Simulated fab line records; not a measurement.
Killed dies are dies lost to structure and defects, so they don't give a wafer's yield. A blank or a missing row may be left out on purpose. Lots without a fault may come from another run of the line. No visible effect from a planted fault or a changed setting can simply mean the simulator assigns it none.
Struck lot and sound lot, side by side :: flow nand-harc :: 15 out of 1302 route steps
Sound: the wafers L229.1, L229.3, L229.6. Wafers L217.3, L217.4, L217.6 were the ones struck. Last of all comes the cause.
At each step with rows: each side's tool, then ch and its chambers, then its first start. Under that, the readings that differ: sound wafers :: struck wafers :: difference of the means :: sigmas: that difference in standard deviations of wafers without a fault.
alike: readings whose means differ by less than 2 such deviations, and words and numbers that are the same on both sides. not compared: withheld readings, readings that some wafer has no value for, bounds like >300 that may hide the same value, and numbers for which the record gives no deviation and whose values overlap.
Wherever a step has rows on one side only, a row that says differs or no value, or a row with sigmas, the two part there. Non-overlapping numbers with no deviation appear without sigmas and do not part them. A reading that every wafer of one side lacks parts them only if that side has two wafers or more.

NHARC_A_CHANNEL_HOLE_D2_ETCH_20: etches the open film in C4F8/O2/Ar, time 361.9 s, target depth 1600 nm.
  sound on har-etch-01 ch 0, day 19 00:45; struck on har-etch-02 ch 0,1, day 14 13:34
  alike: drypump-motor-current-A, showerhead-plenum-p-Torr, temp-c, throttle-valve-pct
  not compared: rf-hours-counter-h
NHARC_A_CHANNEL_HOLE_D2_ETCH_21: etches the open film in C4F8/O2/Ar, time 514.3 s, target depth 1600 nm.
  sound on har-etch-01 ch 0, day 19 01:05; struck on har-etch-02 ch 0,1, day 14 13:55
  alike: drypump-motor-current-A, showerhead-plenum-p-Torr, temp-c, throttle-valve-pct
  not compared: rf-hours-counter-h
then, 1 step without rows for these wafers: NHARC_A_CHANNEL_HOLE_D2_ETCH_22 (etches the open film in C4F8/O2/Ar, time 666.7 s, target depth 1600 nm).
NHARC_A_CHANNEL_HOLE_D2_ETCH_23: etches the open film in C4F8/O2/Ar, time 819 s, target depth 1600 nm.
  sound on har-etch-01 ch 0, day 19 02:09; struck on har-etch-02 ch 0,1, day 14 15:01
  alike: drypump-motor-current-A, showerhead-plenum-p-Torr, temp-c, throttle-valve-pct
  not compared: rf-hours-counter-h
then, 2 steps without rows for these wafers: NHARC_A_CHANNEL_HOLE_D2_ETCH_24 (etches the open film in C4F8/O2/Ar, time 906.2 s, target depth 1500 nm); NHARC_A_CHANNEL_HOLE_D2_ETCH_25 (etches the open film in C4F8/O2/Ar, time 1040.2 s, target depth 1500 nm).
NHARC_A_CHANNEL_HOLE_D2_ETCH_26: etches the open film in C4F8/O2/Ar, time 224.1 s, target depth 300 nm.
  sound on har-etch-01 ch 0, day 19 04:26; struck on har-etch-02 ch 0,1, day 14 17:11
  alike: drypump-motor-current-A, showerhead-plenum-p-Torr, temp-c, throttle-valve-pct
  not compared: rf-hours-counter-h
NHARC_A_CHANNEL_HOLE_D2_ETCH_27: etches the open film in C4F8/O2/Ar, time 90 s, target depth 400 nm.
  sound on har-etch-01 ch 0, day 19 04:38; struck on har-etch-02 ch 0,1, day 14 17:23
  alike: drypump-motor-current-A, showerhead-plenum-p-Torr, temp-c, throttle-valve-pct
  not compared: rf-hours-counter-h
then, 4 steps without rows for these wafers: NHARC_A_CHANNEL_HOLE_D2_STRIP_41 (strips in N2/H2); NHARC_A_CHANNEL_HOLE_D2_STRIP_42 (strips in CF4/CHF3); NHARC_A_CHANNEL_HOLE_D2_STRIP_43 (strips in O2/COS); NHARC_A_CHANNEL_HOLE_D2_ETCH_44 (etches the open film in CF4/O2, target depth 140 nm, overetch 14 nm, time 77 s).
NHARC_A_CHANNEL_HOLE_D2_STRIP_28: strips in O2.
  sound on rie-diel-12 ch 0,2,3, day 19 05:33; struck on rie-diel-11 ch 2,3, day 14 18:14
  no value came back on the struck wafers for any of 7 readings (bias-w (W), chamber-pressure-mTorr (mTorr) and others); on the sound wafers bias-w (W) reads 0 0 0
  not compared: rf-hours-counter-h
then, 1 step without rows for these wafers: NHARC_A_CHANNEL_HOLE_D2_PRECLEAN_29 (cleans in SC1).
-- the record jumps here: 13 days lie between the struck wafers' starts before and after (it left off in module A_CHANNEL_HOLE_D2 and takes up again in module END, whose first step shown is number 1302 of the route) --
NHARC_END_SORT_01:
  sound on prober-02 ch 0, day 30 08:56; struck on prober-01 ch 0, day 27 09:15
reading: killed-at-array
sound: 55 63 48
struck: 668 671 669
difference: +614
sigmas: +36

reading: killed-at-other
sound: 0 2 1
struck: 5 3 5
difference: +3
sigmas: +3

reading: killed-at-periphery
sound: 11 7 12
struck: 4 3 3
difference: -7
sigmas: -3

reading: killed-dies
sound: 66 72 61
struck: 677 677 677
difference: +611
sigmas: +34
  alike: killed-open, killed-short

== WHERE THEY PART ==
At NHARC_A_CHANNEL_HOLE_D2_STRIP_28 first; at NHARC_END_SORT_01 last (within this record only).

WHY: whatever the simulator had introduced
Skipped step whole: rie-diel-11, from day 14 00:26 on, at NHARC_A_CHANNEL_HOLE_D2_STRIP_28. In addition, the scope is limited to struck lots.
